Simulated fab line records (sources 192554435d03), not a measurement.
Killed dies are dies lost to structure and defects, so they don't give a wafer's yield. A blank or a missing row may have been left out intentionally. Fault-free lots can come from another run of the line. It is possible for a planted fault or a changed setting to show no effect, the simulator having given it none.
fab line records | flow n5Finfet
[record] lots = 7 | wafers = 21
route steps=1938 shown BEOL_M13@1705 BEOL_M14@1762 BEOL_M15@1773 MIM_TOP@1838 TV_OPEN@1890 PAD_METAL@1895 PASSIVATION@1930
startH: the number of hours between the record's first day and the start of the first shown wafer of the lot | waitH: hours elapsed since this lot's preceding step | " the same as in the row above | L1.1+2: a row that stands for several wafers | - no value, or no start was given | * or withheld: withheld | < > ~ a bound
route shown NAME@n: a module of which the file shows steps, and the number in the route of the first | usual: mean and standard deviation over wafers with no fault | same: alike in all rows | chamber/n: place in a boat | sites: per-site readings | _std_site: the values' standard deviation | _edge_site: outer sites' mean less inner sites' | radiusMm: for every site, how far away it sits from the centre of the wafer | mask NAME#n: copy n | behind: the most recent tool/chamber to have shaped the wafer | hold: the reason the lot was held/the length of the hold in hours/how it ended | device: transistor that didn't switch, given as n, p or np | end of line: the same wafers' tests at the end of the route | a step without rows: its recipe alone | killed: dies lost to structure and defects at the first sort, not the wafer's yield | map: dies across one wafer; x = killed, . = not, _ = none there
set.NAME: setting as actually run; set.NAME@STEP: the setting as run at that earlier step | model.NAME: the simulator's own value behind a step, which no gauge read
one table per step and one row per wafer, for lots whose settings were changed on purpose
[[steps]]
[step N5_BEOL_M13_SPUTTER_43]
[recipe] material = TaN | targetThkA = 150 | tempC = 50 | biasV = 168.6 | powerW = 15000 | chamberPressurePa = 0.12 | timeS = 24.19
lot.wafer  | tool          | chamber | startH | waitH | set.timeS | model.TaN_of_BEOL_M13_SPUTTER_43.thkNm
L075.2+3   | pvdSputter-02 | -       | 273.38 | 0.0   | 25.48     | 15.6
L075.6     | "             | -       | "      | "     | 24.19     | 14.8
L077.1+2+5 | pvdSputter-01 | -       | 285.74 | 0.0   | 24.19     | 15
L078.4+5   | pvdSputter-01 | -       | 292.52 | 0.0   | 24.19     | 15
L078.6     | "             | -       | "      | "     | 26.41     | 16.4
L081.1+5   | pvdSputter-03 | -       | 301.59 | 0.0   | 24.19     | 15
L081.3     | "             | -       | "      | "     | 24.19     | 15.2
L082.1     | pvdSputter-02 | -       | 318.77 | 0.0   | 24.19     | 15
L082.2     | "             | -       | "      | "     | 21.08     | 13
L082.5     | "             | -       | "      | "     | 24.19     | 15.2
L090.2     | pvdSputter-03 | -       | 383.53 | 0.0   | 25.68     | 16
L090.4     | "             | -       | "      | "     | 24.19     | 15.2
L090.6     | "             | -       | "      | "     | 24.19     | 15
L093.4     | pvdSputter-03 | -       | 387.63 | 0.0   | 24.19     | 15
L093.5     | "             | -       | "      | "     | 27.33     | 17
L093.6     | "             | -       | "      | "     | 27.33     | 16.8
[step N5_BEOL_M13_SPUTTER_44]
[recipe] material = Ta | targetThkA = 100 | tempC = 50 | biasV = 80 | powerW = 15000 | chamberPressurePa = 0.07 | timeS = 16.13
[step N5_BEOL_M13_SPUTTER_45]
[recipe] material = Cu | targetThkA = 800 | tempC = -20 | biasV = 60 | powerW = 26000 | chamberPressurePa = 0.13 | timeS = 13.33
[step N5_BEOL_M13_ECD_47]
[recipe] material = Cu | targetThkA = 9360
[step N5_BEOL_M13_ANNEAL_48]
[recipe] tempC = 225 | timeS = 90 | ambient = N2
[step N5_BEOL_M13_CMP_49]
[recipe] stopOn = SiOC | tOverpolishS = 17.1 | downForcePsi = 1 | platenRpm = 50 | clearingPlatenDownForcePsi = 1.5 | clearingPlatenRpm = 50 | postCmpClean = cuAlkaline | targetThkNm = 420 | clearingPlatenPadVelocityMS = 0.99484 | padVelocityMS = 0.99484
lot.wafer | tool   | chamber | startH | waitH | set.timeS@BEOL_M13_TRENCH_ETCH_34 | model.Cu_of_BEOL_M13_ECD_47.thkNm
L075.2    | cmp-01 | 3       | 274.72 | 0.2   | 162.6                             | 414.6
L075.3    | "      | 0       | "      | "     | 194.1                             | 489
L075.6    | "      | 0       | "      | "     | 194.1                             | 483.6
L077.1    | cmp-01 | 2       | 286.47 | 0.3   | 162.6                             | 428.2
L077.2    | "      | 1       | "      | "     | 162.6                             | 425.4
L077.5    | "      | 2       | "      | "     | 162.6                             | 429.4
L078.4    | cmp-01 | 3       | 293.51 | 0.2   | 188.6                             | 469.4
L078.5    | "      | 1       | "      | "     | 188.6                             | 474
L078.6    | "      | 2       | "      | "     | 162.6                             | 419
L081.1    | cmp-03 | 0       | 304.56 | 0.3   | 192.1                             | 482
L081.3    | "      | 1       | "      | "     | 162.6                             | 418.8
L081.5    | "      | 3       | "      | "     | 162.6                             | 426
L082.1    | cmp-04 | 3       | 319.57 | 0.3   | 162.6                             | 420
L082.2    | "      | 1       | "      | "     | 141.1                             | 369
L082.5    | "      | 2       | "      | "     | 162.6                             | 425.6
L090.2    | cmp-03 | 2       | 384.83 | 0.2   | 127.5                             | 330
L090.4    | "      | 0       | "      | "     | 162.6                             | 423
L090.6    | "      | 2       | "      | "     | 162.6                             | 426.4
L093.4    | cmp-03 | 3       | 388.57 | 0.3   | 145.1                             | 380
L093.6    | "      | 0       | "      | "     | 145.1                             | 374
L093.5    | "      | 1       | "      | "     | 162.6                             | 421.4
[step N5_BEOL_M13_THK_MEAS_50]
[recipe] thkMeasGauge = xrf | reads = Cu_of_BEOL_M13_ECD_47
[usual] M13_THK = 419/6.8
lot.wafer | tool         | chamber | startH | waitH | set.timeS@BEOL_M13_TRENCH_ETCH_34 | M13_THK[nm]
L075.2    | filmMetro-01 | -       | 275.01 | -     | 162.6                             | 414
L075.3    | "            | -       | "      | "     | 194.1                             | 486
L075.6    | "            | -       | "      | "     | 194.1                             | 481
L077.1    | filmMetro-02 | -       | 286.77 | -     | 162.6                             | 424
L077.2    | "            | -       | "      | "     | 162.6                             | 423
L077.5    | "            | -       | "      | "     | 162.6                             | 427
L078.4    | filmMetro-01 | -       | 293.73 | -     | 188.6                             | 469
L078.5    | "            | -       | "      | "     | 188.6                             | 473
L078.6    | "            | -       | "      | "     | 162.6                             | 418
L081.1    | filmMetro-01 | -       | 304.78 | -     | 192.1                             | 480
L081.3    | "            | -       | "      | "     | 162.6                             | 417
L081.5    | "            | -       | "      | "     | 162.6                             | 423
L082.1    | filmMetro-02 | -       | 319.82 | -     | 162.6                             | 420
L082.2    | "            | -       | "      | "     | 141.1                             | 369
L082.5    | "            | -       | "      | "     | 162.6                             | 425
L090.2    | filmMetro-02 | -       | 385.13 | -     | 127.5                             | 328
L090.4    | "            | -       | "      | "     | 162.6                             | 418
L090.6    | "            | -       | "      | "     | 162.6                             | 423
L093.4    | filmMetro-02 | -       | 388.75 | -     | 145.1                             | 374
L093.5    | "            | -       | "      | "     | 162.6                             | 414
L093.6    | "            | -       | "      | "     | 145.1                             | 368
[step N5_BEOL_M13_PRE_CLEAN_52]
[recipe] gas = NH3 | timeS = 15 | tempC = withheld | rfPowerW = 300
[step N5_BEOL_M13_DEP_53]
[recipe] material = SiCN | targetThkA = 500 | tempC = withheld | precursor = 3MS/NH3 | pressureTorr = 3 | rfW = 675 | timeS = 17.8
[step N5_BEOL_M13_RS_MEAS_54]
[recipe] thkMeasGauge = four-point-probe | reads = Cu_of_BEOL_M13_ECD_47+Ta_of_BEOL_M13_SPUTTER_44+TaN_of_BEOL_M13_SPUTTER_43
[usual] M13_RS = 0.0449/0.00068
lot.wafer | tool         | chamber | startH | waitH | set.timeS@BEOL_M13_TRENCH_ETCH_34 | M13_RS[ohm/sq]
L075.2    | filmMetro-01 | -       | 275.14 | 0.1   | 162.6                             | 0.0456
L075.3    | "            | -       | "      | "     | 194.1                             | 0.0385
L075.6    | "            | -       | "      | "     | 194.1                             | 0.0389
L077.1    | filmMetro-01 | -       | 286.90 | 0.0   | 162.6                             | 0.0441
L077.2    | "            | -       | "      | "     | 162.6                             | 0.0444
L077.5    | "            | -       | "      | "     | 162.6                             | 0.0441
L078.4    | filmMetro-01 | -       | 293.86 | 0.0   | 188.6                             | 0.0401
L078.5    | "            | -       | "      | "     | 188.6                             | 0.0397
L078.6    | "            | -       | "      | "     | 162.6                             | 0.0451
L081.1    | filmMetro-01 | -       | 304.92 | 0.1   | 192.1                             | 0.0391
L081.3    | "            | -       | "      | "     | 162.6                             | 0.0451
L081.5    | "            | -       | "      | "     | 162.6                             | 0.0443
L082.1    | filmMetro-02 | -       | 319.95 | 0.0   | 162.6                             | 0.0449
L082.2    | "            | -       | "      | "     | 141.1                             | 0.0513
L082.5    | "            | -       | "      | "     | 162.6                             | 0.0443
L090.2    | filmMetro-01 | -       | 385.25 | 0.1   | 127.5                             | 0.0578
L090.4    | "            | -       | "      | "     | 162.6                             | 0.0446
L090.6    | "            | -       | "      | "     | 162.6                             | 0.0442
L093.4    | filmMetro-02 | -       | 388.91 | 0.1   | 145.1                             | 0.0499
L093.5    | "            | -       | "      | "     | 162.6                             | 0.0447
L093.6    | "            | -       | "      | "     | 145.1                             | 0.0506
[step N5_BEOL_M14_SPUTTER_43]
[recipe] material = TaN | targetThkA = 150 | tempC = 50 | biasV = 168.6 | powerW = 15000 | chamberPressurePa = 0.12 | timeS = 24.19
lot.wafer  | tool          | chamber | startH | waitH | set.timeS | model.TaN_of_BEOL_M14_SPUTTER_43.thkNm
L075.2     | pvdSputter-03 | -       | 292.98 | 0.0   | 26.37     | 16.4
L075.3     | "             | -       | "      | "     | 26.37     | 16.6
L075.6     | "             | -       | "      | "     | 24.19     | 15.2
L077.1+2+5 | pvdSputter-01 | -       | 293.52 | 0.0   | 24.19     | 15.2
L078.4+5+6 | pvdSputter-03 | -       | 296.60 | 0.0   | 24.19     | 15
L081.1+5   | pvdSputter-01 | -       | 308.54 | 0.0   | 24.19     | 15
L081.3     | "             | -       | "      | "     | 24.19     | 14.8
L082.1+2+5 | pvdSputter-01 | -       | 323.57 | 0.0   | 24.19     | 14.8
L090.2+6   | pvdSputter-02 | -       | 388.80 | 0.0   | 24.19     | 15.2
L090.4     | "             | -       | "      | "     | 24.19     | 15.4
L093.4     | pvdSputter-03 | -       | 391.83 | 0.0   | 26.88     | 16.8
L093.5     | "             | -       | "      | "     | 26.88     | 16.6
L093.6     | "             | -       | "      | "     | 24.19     | 15.2
[step N5_BEOL_M15_ILD_DEP_00]
[recipe] material = SiO2 | targetThkA = 16293 | tempC = 400 | precursor = TEOS/O2 | pressureTorr = 6.5 | rfW = 900 | teosFlowSccm = 161.4 | gas = O2 | flowSccm = 2650 | timeS = 346.1
lot.wafer | tool     | chamber | startH | waitH | set.timeS | model.SiO2_of_BEOL_M15_ILD_DEP_00.thkNm
L075.2    | pecvd-01 | 2       | 294.23 | 0.0   | 380.8     | 1784
L075.3    | "        | 1       | "      | "     | 346.1     | 1609
L075.6    | "        | 1       | "      | "     | 346.1     | 1617
L077.1    | pecvd-02 | 2       | 294.79 | 0.0   | 346.1     | 1594
L077.2    | "        | 0       | "      | "     | 346.1     | 1579
L077.5    | "        | 1       | "      | "     | 346.1     | 1596
L078.4    | pecvd-02 | 2       | 298.19 | 0.1   | 346.1     | 1627
L078.5    | "        | 1       | "      | "     | 389.3     | 1863
L078.6    | "        | 0       | "      | "     | 346.1     | 1630
L081.1    | pecvd-02 | 2       | 309.81 | 0.0   | 375.5     | 1736
L081.3    | "        | 0       | "      | "     | 375.5     | 1732
L081.5    | "        | 2       | "      | "     | 346.1     | 1609
L082.1    | pecvd-04 | 1       | 325.36 | 0.0   | 346.1     | 1615
L082.2    | "        | 0       | "      | "     | 346.1     | 1601
L082.5    | "        | 2       | "      | "     | 384.4     | 1822
L090.2    | pecvd-04 | 0       | 390.08 | 0.0   | 379       | 1775
L090.4    | "        | 0       | "      | "     | 379       | 1810
L090.6    | "        | 1       | "      | "     | 346.1     | 1654
L093.4    | pecvd-01 | 1       | 393.86 | 0.1   | 346.1     | 1650
L093.5    | "        | 2       | "      | "     | 346.1     | 1662
L093.6    | "        | 0       | "      | "     | 346.1     | 1644
[step N5_BEOL_M15_THK_MEAS_01]
[recipe] reads = SiO2_of_BEOL_M15_ILD_DEP_00
[usual] M15_ILD_THK = 1627/19
lot.wafer | tool         | chamber | startH | waitH | set.timeS@BEOL_M15_ILD_DEP_00 | M15_ILD_THK[nm]
L075.2    | filmMetro-02 | -       | 294.48 | 0.1   | 380.8                         | 1784
L075.3    | "            | -       | "      | "     | 346.1                         | 1610
L075.6    | "            | -       | "      | "     | 346.1                         | 1617
L077.1    | filmMetro-02 | -       | 295.04 | 0.1   | 346.1                         | 1594
L077.2    | "            | -       | "      | "     | 346.1                         | 1580
L077.5    | "            | -       | "      | "     | 346.1                         | 1596
L078.4    | filmMetro-01 | -       | 298.34 | 0.0   | 346.1                         | 1627
L078.5    | "            | -       | "      | "     | 389.3                         | 1863
L078.6    | "            | -       | "      | "     | 346.1                         | 1630
L081.1    | filmMetro-01 | -       | 310.06 | 0.1   | 375.5                         | 1735
L081.3    | "            | -       | "      | "     | 375.5                         | 1732
L081.5    | "            | -       | "      | "     | 346.1                         | 1609
L082.1    | filmMetro-02 | -       | 325.61 | 0.1   | 346.1                         | 1615
L082.2    | "            | -       | "      | "     | 346.1                         | 1600
L082.5    | "            | -       | "      | "     | 384.4                         | 1822
L090.2    | filmMetro-01 | -       | 390.33 | 0.1   | 379                           | 1775
L090.4    | "            | -       | "      | "     | 379                           | 1809
L090.6    | "            | -       | "      | "     | 346.1                         | 1655
L093.4    | filmMetro-02 | -       | 394.00 | 0.0   | 346.1                         | 1651
L093.5    | "            | -       | "      | "     | 346.1                         | 1662
L093.6    | "            | -       | "      | "     | 346.1                         | 1643
[step N5_BEOL_M15_COAT_58]
[recipe] resist = BARC | tempC = 205 | timeS = 60 | spinRpm = 1500 | resistThkNm = 89
[step N5_BEOL_M15_COAT_04]
[recipe] spinRpm = 1704 | resistThkNm = 800
[step N5_BEOL_M15_DESCUM_15]
[recipe] chemistry = O2 | timeS = 7.9 | sourcePowerW = 50 | biasPowerW = 20 | pressureMtorr = 20 | rfFrequencyHz = 2.712e+07 | tempC = 40 | o2FlowSccm = 225
[step N5_BEOL_M15_ETCH_59]
[recipe] chemistry = N2/H2 | target = BARC | targetDepthA = 890 | overetchA = 267 | timeS = 67.9 | ionEnergyEv = 200 | pressureMtorr = 30 | sourceW = 840 | biasW = 150 | n2FlowSccm = 200 | h2FlowSccm = 200
[step N5_BEOL_M15_VIA_ETCH_16]
[recipe] chemistry = C4F8/O2/Ar | target = SiO2 | heInnerTorr = 15 | heOuterTorr = 30 | targetDepthA = 17922 | timeS = withheld | ionEnergyEv = 800 | pressureMtorr = 20 | sourceW = 1905 | biasW = 2040 | Ar_flow_sccm = 400 | C4F8_flow_sccm = 16 | O2_flow_sccm = 12 | ends = cleared
lot.wafer | tool       | chamber | startH | waitH | set.timeS@BEOL_M15_ILD_DEP_00 | model.etch.depthNm | model.coat_of_BEOL_M15_COAT_04.thkNm
L075.2    | rieDiel-05 | 1       | 295.08 | 0.0   | *                             | 1784               | 297.6
L075.3    | "          | 2       | "      | "     | *                             | 1609               | 341
L075.6    | "          | 3       | "      | "     | *                             | 1617               | 332.6
L077.1    | rieDiel-06 | 1       | 295.52 | 0.0   | *                             | 1594               | 342.2
L077.2    | "          | 3       | "      | "     | *                             | 1579               | 349.6
L077.5    | "          | 3       | "      | "     | *                             | 1596               | 345.8
L078.4    | rieDiel-05 | 0       | 298.83 | 0.0   | *                             | 1627               | 339.4
L078.5    | "          | 1       | "      | "     | *                             | 1863               | 281.2
L078.6    | "          | 2       | "      | "     | *                             | 1630               | 334
L081.1    | rieDiel-05 | 3       | 310.54 | 0.0   | *                             | 1736               | 309.8
L081.3    | "          | 1       | "      | "     | *                             | 1732               | 310.2
L081.5    | "          | 0       | "      | "     | *                             | 1609               | 343.6
L082.1    | rieDiel-06 | 0       | 326.52 | 0.0   | *                             | 1615               | 338.8
L082.2    | "          | 1       | "      | "     | *                             | 1601               | 340.4
L082.5    | "          | 2       | "      | "     | *                             | 1822               | 290.4
L090.2    | rieDiel-06 | 1       | 390.82 | 0.0   | *                             | 1775               | 298.8
L090.4    | "          | 0       | "      | "     | *                             | 1810               | 294.2
L090.6    | "          | 2       | "      | "     | *                             | 1654               | 332.6
L093.4    | rieDiel-05 | 3       | 394.73 | 0.1   | *                             | 1650               | 327.8
L093.5    | "          | 2       | "      | "     | *                             | 1662               | 330
L093.6    | "          | 1       | "      | "     | *                             | 1644               | 332
[step N5_MIM_TOP_SPUTTER_03]
[recipe] material = TiN | targetThkA = 350 | tempC = 200 | powerW = 3000 | chamberPressurePa = 0.49996 | gas = Ar | reactivePartialPa = 0.37997 | timeS = 89.7
lot.wafer | tool          | chamber | startH | waitH | set.powerW | model.TiN_of_MIM_TOP_SPUTTER_03.thkNm
L075.2    | pvdSputter-01 | -       | 305.49 | 0.0   | 3000       | 35.2
L075.3    | "             | -       | "      | "     | 2533       | 29.6
L075.6    | "             | -       | "      | "     | 3000       | 35
L077.1    | pvdSputter-03 | -       | 307.75 | 0.0   | 3000       | 35.2
L077.2    | "             | -       | "      | "     | 3000       | 35.6
L077.5    | "             | -       | "      | "     | 3000       | 35.4
L078.4    | pvdSputter-01 | -       | 309.37 | 0.0   | 3169       | 36.8
L078.5    | "             | -       | "      | "     | 3000       | 35
L078.6    | "             | -       | "      | "     | 3169       | 36.4
L081.1    | pvdSputter-01 | -       | 322.83 | 0.0   | 3000       | 35.6
L081.3    | "             | -       | "      | "     | 3000       | 35
L081.5    | "             | -       | "      | "     | 3000       | 35.2
L082.1    | pvdSputter-01 | -       | 336.24 | 0.0   | 3000       | 35.2
L082.2    | "             | -       | "      | "     | 3000       | 35
L082.5    | "             | -       | "      | "     | 3000       | 34.8
L090.2    | pvdSputter-03 | -       | 400.84 | 0.0   | 3166       | 36.8
L090.4    | "             | -       | "      | "     | 3000       | 34.4
L090.6    | "             | -       | "      | "     | 3166       | 36
L093.4    | pvdSputter-01 | -       | 404.49 | 0.0   | 2733       | 32
L093.5    | "             | -       | "      | "     | 2733       | 31.8
L093.6    | "             | -       | "      | "     | 3000       | 34.8
[step N5_PASSIVATION_ETCH_15]
[recipe] chemistry = CF4/N2 | target = SiCN | targetDepthA = 750 | taperDeg = 2 | timeS = 81.2 | ionEnergyEv = 150 | maskMaterial = SiNx | pressureMtorr = 40 | sourceW = 430 | biasW = 70 | Ar_flow_sccm = 100 | cf4FlowSccm = 60 | n2FlowSccm = 60
[usual] rfVppV = 381.8/2.3
lot.wafer | tool       | chamber | startH | waitH | set.biasW | rfVppV
L075.2    | rieDiel-06 | 0       | -      | -     | 70        | 382.1
L075.3    | "          | 1       | "      | "     | 63.96     | 362.3
L075.6    | "          | 0       | "      | "     | 70        | 382.9
L077.1    | rieDiel-05 | 0       | -      | -     | 70        | 382.3
L077.2    | "          | 1       | "      | "     | 70        | 383.5
L077.5    | "          | 3       | "      | "     | 70        | 385.7
L078.4    | rieDiel-05 | 1       | -      | -     | 70        | 383.9
L078.5    | "          | 3       | "      | "     | 70        | 384.9
L078.6    | "          | 0       | "      | "     | 70        | 385.2
L081.1    | rieDiel-04 | 2       | -      | -     | 70        | 381.4
L081.3    | "          | 1       | "      | "     | 82.06     | 421.5
L081.5    | "          | 0       | "      | "     | 70        | 379.4
L082.1    | rieDiel-04 | 1       | -      | -     | 62.5      | 354.0
L082.2    | "          | 3       | "      | "     | 62.5      | 351.2
L082.5    | "          | 0       | "      | "     | 70        | 380.9
L090.2    | rieDiel-06 | 1       | -      | -     | 70        | 384.0
L090.4    | "          | 3       | "      | "     | 77.74     | 408.7
L090.6    | "          | 1       | "      | "     | 70        | 383.0
L093.4    | rieDiel-04 | 3       | -      | -     | 70        | 376.9
L093.5    | "          | 0       | "      | "     | 60.18     | 344.4
L093.6    | "          | 3       | "      | "     | 60.18     | 343.5
[step N5_PASSIVATION_SPUTTER_20]
[recipe] material = TaN | targetThkA = 500 | tempC = 25 | chamberPressurePa = 0.4
lot.wafer  | tool          | chamber | startH | waitH | set.targetThkA | model.TaN_of_PASSIVATION_SPUTTER_20.thkNm
L075.2     | pvdSputter-02 | -       | 311.95 | 0.0   | 533.7          | 54.6
L075.3     | "             | -       | "      | "     | 500            | 50.6
L075.6     | "             | -       | "      | "     | 500            | 51.4
L077.1     | pvdSputter-02 | -       | 312.70 | 0.0   | 500            | 51
L077.2     | "             | -       | "      | "     | 500            | 51.2
L077.5     | "             | -       | "      | "     | 500            | 50.8
L078.4+5+6 | pvdSputter-03 | -       | 313.31 | 0.0   | 500            | 50.2
L081.1+3   | pvdSputter-01 | -       | 326.57 | 0.0   | 500            | 49.4
L081.5     | "             | -       | "      | "     | 500            | 49.2
L082.1     | pvdSputter-01 | -       | 342.28 | 0.0   | 500            | 49.8
L082.2     | "             | -       | "      | "     | 471.6          | 47
L082.5     | "             | -       | "      | "     | 471.6          | 47.2
L090.2     | pvdSputter-01 | -       | 408.01 | 0.0   | 500            | 50.4
L090.4     | "             | -       | "      | "     | 500            | 50.8
L090.6     | "             | -       | "      | "     | 500            | 50.6
L093.4     | pvdSputter-02 | -       | 408.94 | 0.0   | 440.1          | 44.8
L093.5     | "             | -       | "      | "     | 440.1          | 45.4
L093.6     | "             | -       | "      | "     | 500            | 51
[step N5_PASSIVATION_ETCH_54]
[recipe] chemistry = CHF3/O2 | target = SiO2 | targetDepthA = 8800 | CHF3_flow_sccm = 50 | O2_flow_sccm = 5 | Ar_flow_sccm = 200 | timeS = 440 | maskMaterial = PR | pressureMtorr = 30 | sourceW = 650 | biasW = 170 | ionEnergyEv = 200
[usual] rfVppV = 524/5.5
lot.wafer | tool       | chamber | startH | waitH | set.biasW | rfVppV | model.etch.depthNm | model.PASSIVATION.featureDepthNm
L075.2    | rieDiel-03 | 0       | 314.90 | 0.1   | 170       | 518    | 885.2              | 885.2
L075.3    | "          | 1       | "      | "     | 147.3     | 463    | 855.4              | 855.4
L075.6    | "          | 3       | "      | "     | 170       | 526    | 895.4              | 895.4
L077.1    | rieDiel-03 | 0       | 315.65 | 0.1   | 170       | 520    | 871.7              | 871.6
L077.2    | "          | 3       | "      | "     | 170       | 526    | 884.2              | 884.2
L077.5    | "          | 1       | "      | "     | 170       | 520    | 881.6              | 881.6
L078.4    | rieDiel-01 | 1       | 316.43 | 0.1   | 170       | 526    | 873.9              | 873.8
L078.5    | "          | 2       | "      | "     | 170       | 528    | 886.8              | 886.8
L078.6    | "          | 3       | "      | "     | 170       | 534    | 881.1              | 881.2
L081.1    | rieDiel-02 | 0       | 329.51 | 0.1   | 170       | 528    | 885                | 885
L081.3    | "          | 2       | "      | "     | 170       | 521    | 877.9              | 878
L081.5    | "          | 2       | "      | "     | 170       | 520    | 885                | 885
L082.1    | rieDiel-02 | 1       | 345.43 | 0.1   | 170       | 533    | 871.4              | 871.4
L082.2    | "          | 2       | "      | "     | 181.1     | 547    | 895.9              | 895.8
L082.5    | "          | 2       | "      | "     | 170       | 522    | 872.9              | 872.8
L090.2    | rieDiel-03 | 2       | 411.02 | 0.1   | 170       | 514    | 872.4              | 872.4
L090.4    | "          | 3       | "      | "     | 147       | 468    | 847.9              | 847.8
L090.6    | "          | 1       | "      | "     | 147       | 464    | 838.5              | 838.6
L093.4    | rieDiel-01 | 0       | 412.02 | 0.1   | 141.3     | 449    | 829                | 829
L093.5    | "          | 3       | "      | "     | 170       | 534    | 879.6              | 879.6
L093.6    | "          | 0       | "      | "     | 141.3     | 451    | 836.1              | 836.2
[[key]]
[split] step = N5_BEOL_M13_SPUTTER_43 | setting = timeS | stated = 24.19 | by = wafer
[response] step = N5_BEOL_M13_SPUTTER_43 | reading = model.TaN_of_BEOL_M13_SPUTTER_43.thkNm | change = +0.153 | per = 1% | r = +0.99
[split] step = N5_BEOL_M14_SPUTTER_43 | setting = timeS | stated = 24.19 | by = wafer
[response] step = N5_BEOL_M14_SPUTTER_43 | reading = model.TaN_of_BEOL_M14_SPUTTER_43.thkNm | change = +0.139 | per = 1% | r = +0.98
[split] step = N5_BEOL_M15_ILD_DEP_00 | setting = timeS | stated = 346.1 | by = wafer
[response] step = N5_BEOL_M15_ILD_DEP_00 | reading = model.SiO2_of_BEOL_M15_ILD_DEP_00.thkNm | change = +17.3 | per = 1% | r = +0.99
[response] step = N5_BEOL_M15_THK_MEAS_01 | reading = M15_ILD_THK | change = +17.3 | per = 1% | r = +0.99
[response] step = N5_BEOL_M15_VIA_ETCH_16 | reading = model.etch.depthNm | change = +17.3 | per = 1% | r = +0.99
[response] step = N5_BEOL_M15_VIA_ETCH_16 | reading = model.coat_of_BEOL_M15_COAT_04.thkNm | change = -4.17 | per = 1% | r = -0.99
[split] step = N5_MIM_TOP_SPUTTER_03 | setting = powerW | stated = 3000 | by = wafer
[response] step = N5_MIM_TOP_SPUTTER_03 | reading = model.TiN_of_MIM_TOP_SPUTTER_03.thkNm | change = +0.343 | per = 1% | r = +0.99
[split] step = N5_PASSIVATION_ETCH_15 | setting = biasW | stated = 70 | by = wafer
[response] step = N5_PASSIVATION_ETCH_15 | reading = rfVppV | change = +2.39 | per = 1% | r = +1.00
[split] step = N5_PASSIVATION_SPUTTER_20 | setting = targetThkA | stated = 500 | by = wafer
[response] step = N5_PASSIVATION_SPUTTER_20 | reading = model.TaN_of_PASSIVATION_SPUTTER_20.thkNm | change = +0.499 | per = 1% | r = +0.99
[split] step = N5_PASSIVATION_ETCH_54 | setting = biasW | stated = 170 | by = wafer
[response] step = N5_PASSIVATION_ETCH_54 | reading = rfVppV | change = +4.32 | per = 1% | r = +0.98
[response] step = N5_PASSIVATION_ETCH_54 | reading = model.etch.depthNm | change = +2.63 | per = 1% | r = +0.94
[response] step = N5_PASSIVATION_ETCH_54 | reading = model.PASSIVATION.featureDepthNm | change = +2.63 | per = 1% | r = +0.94
split outsideThisFile step=N5_BEOL_M13_TRENCH_ETCH_34 setting=timeS
// split outsideThisFile: this setting was split too, and the file shows its column; the key of that split is in another file
